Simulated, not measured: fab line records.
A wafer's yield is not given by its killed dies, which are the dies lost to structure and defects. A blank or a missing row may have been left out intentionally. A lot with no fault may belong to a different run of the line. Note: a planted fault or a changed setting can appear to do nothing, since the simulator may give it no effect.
Problem report in the 8D (eight disciplines) form, filled by code + flow nandHarc + the parts of the form that need people (team, actions taken, sign-off) are left out

== 1. THE PROBLEM ==
Wafers with no fault read 11 with a standard deviation of 5.2, whereas rawDefectCount at NHARC_A_ZERO_WELL_INSPECT_17 reads a mean of 462 on 1 wafer of 1 lot. Measured from the usual mean, that is +87 standard deviations.
The first sign was on wafer L438.4 at day 10 20:40, on defectInspect-02. At this step, 33 wafers from 11 lots have a number in the record. Rule for "out" (also "out of limits"): further than 4 standard deviations from the usual mean. All remaining wafers that have a number are taken as sound.

== 2. WHAT IT IS; WHAT IT IS NOT ==
| question                    | is                | is not                                                                                       |
|-----------------------------|-------------------|----------------------------------------------------------------------------------------------|
| which readings at this step | rawDefectCount    | -                                                                                            |
| which lots                  | L438              | L432, L433, L434, L435, L436, L446, L447, L449, L451, L452                                   |
| which wafers of those lots  | L438.4            | L438.1, L438.6                                                                               |
| read on which gauges        | defectInspect-02  | defectInspect-01                                                                             |
| when                        | from day 10 20:40 | up to then (17 sound wafers); but 15 sound wafers of L446, L447, L449, L451, L452 came after |

== 3. THE SUSPECTS, EACH WITH WHAT RULES IT OUT ==
Counting: if a tool at a process step up to the reading ran every lot that is out, it stays a suspect. Sound lots after the first of them don't rule it out here, since some wafers of a struck lot are sound.
- the gauge at NHARC_A_ZERO_WELL_INSPECT_17: ruled out. All the wafers that are out were read on defectInspect-02, but those of them that NHARC_A_SOURCE_PLATE_INSPECT_08 has rows for are out there too, on other tools.
- rieDiel-12 at NHARC_P_BONDPAD_STRIP_15 (strips in O2): kept. The lot that is out, L438, ran on it at day 10 15:39; the last sound lot it ran before that was L433, at day 8 10:22.
- rieDiel-09 at NHARC_A_ZERO_WELL_ETCH_19 (etches the open film in N2/H2, target depth 80 nm, overetch 24 nm, time 87.88 s): kept. The lot that is out, L438, ran on it at day 10 19:23; the last sound lot it ran before that was L436, at day 9 17:32.
- rieSi-02 at NHARC_A_ZERO_WELL_ETCH_13 (etches the open film in HBr/Cl2, target depth 120 nm, time 40.1 s): kept. The lot that is out, L438, ran on it at day 10 19:31; the last sound lot it ran before that was L436, at day 9 17:38.
- In rieDiel-12 at NHARC_P_BONDPAD_STRIP_15, the wafers that are out were processed in chamber 2 and their sound lot-mates in chambers 0, 1.
- In rieDiel-09 at NHARC_A_ZERO_WELL_ETCH_19, the wafers that are out were processed in chamber 1 and their sound lot-mates in chambers 2, 3.
- In rieSi-02 at NHARC_A_ZERO_WELL_ETCH_13, the wafers that are out were processed in chamber 3 and their sound lot-mates in chambers 0, 2.
Left after counting: rieDiel-12 at NHARC_P_BONDPAD_STRIP_15, rieDiel-09 at NHARC_A_ZERO_WELL_ETCH_19, rieSi-02 at NHARC_A_ZERO_WELL_ETCH_13.

== 4. THE CAUSE (what the simulator had put in) ==
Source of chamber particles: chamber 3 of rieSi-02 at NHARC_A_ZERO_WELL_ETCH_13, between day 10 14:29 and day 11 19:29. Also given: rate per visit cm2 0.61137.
Of the 3 suspects that counting leaves, this tool is one.

== 5. SEQUENCE OF EFFECTS, ordered by route ==
Each row: a reading where the mean over the struck wafers with a number is more than 3 standard deviations away from the usual. Only readings for which the record gives a usual standard deviation are gone through. hours: the time from each lot's start at the first step in this table that gives one to its start at this step, as a median over the lots. sigmas: the change in usual standard deviations.
| hours | step                            | reading        | usual | on struck wafers | change | sigmas |
|-------|---------------------------------|----------------|-------|------------------|--------|--------|
| 0     | NHARC_A_ZERO_WELL_INSPECT_17    | rawDefectCount | 11    | 462              | +451   | +87    |
| 20    | NHARC_A_SOURCE_PLATE_INSPECT_08 | rawDefectCount | 54    | 522              | +468   | +25    |
| 421   | NHARC_END_SORT_01               | killedAtArray  | 52    | 125              | +73    | +4.3   |
| 421   | NHARC_END_SORT_01               | killedDies     | 57    | 130              | +73    | +4.6   |

== 6. WHAT WOULD HAVE CAUGHT IT SOONER ==
In this record the first reading out of limits at a measuring or inspecting step was taken at day 10 20:40, 6 hours after the fault began at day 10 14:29.
An alarm limit of 4 standard deviations would not have fired on the tool readings at NHARC_A_ZERO_WELL_ETCH_13 for which the record gives a usual standard deviation, since none of them was out on any struck wafer.
All the lots that are out (1) had begun NHARC_A_ZERO_WELL_ETCH_13 on rieSi-02 by day 10 20:40. A hold on the tool at that time would have spared none of them.
